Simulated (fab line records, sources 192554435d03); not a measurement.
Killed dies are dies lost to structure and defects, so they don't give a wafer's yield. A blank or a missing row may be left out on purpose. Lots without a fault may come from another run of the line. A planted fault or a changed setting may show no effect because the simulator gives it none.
Chamber matching | flow n5_finfet | N5_HKMG_FIN_STRIP_90 on rie_diel-03: 4 sister chambers
The step strips SOC in N2/H2, time 20 s. 4 wafers are shown with their chamber, then 8 later ones without.

WAFERS WITH THEIR CHAMBER
wafer  | chamber | showerhead_plenum_p_Torr (Torr)
L089.3 | 0       | 3.45
L089.6 | 3       | 3.27
L091.6 | 1       | 3.44
L092.2 | 2       | 3.17

WAFERS WITHOUT THEIR CHAMBER
wafer  | showerhead_plenum_p_Torr (Torr)
L092.4 | 3.45
L092.6 | 3.17
L094.1 | 3.44
L094.2 | 3.45
L094.6 | 3.16
L096.1 | 3.44
L096.2 | 3.16
L096.3 | 3.26

WHICH CHAMBER EACH WENT THROUGH
wafer  | from the rows above     | in truth
L092.4 | can't be placed: 0 or 1 | 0
L092.6 | 2                       | 2
L094.1 | can't be placed: 1 or 0 | 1
L094.2 | can't be placed: 0 or 1 | 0
L094.6 | 2                       | 2
L096.1 | can't be placed: 1 or 0 | 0
L096.2 | 2                       | 2
L096.3 | 3                       | 3
Placed correctly: 4 of 8. Can't be placed from these rows: 4 (the true chamber is among the candidates in 4). Placed wrongly: 0.
How it was worked out, from the rows above alone: a wafer's distance from a chamber is the root of the sum, over the readings, of the square of ((its reading less the chamber's mean) divided by the reading's scatter). The wafer belongs to the nearest chamber; if the next one is less than 2 further off, it can't be placed. A chamber's mean is the mean of its shown wafers. The scatter: with one shown wafer a chamber, the root of the mean of the squares of how far each hidden wafer lies from its nearest shown one.
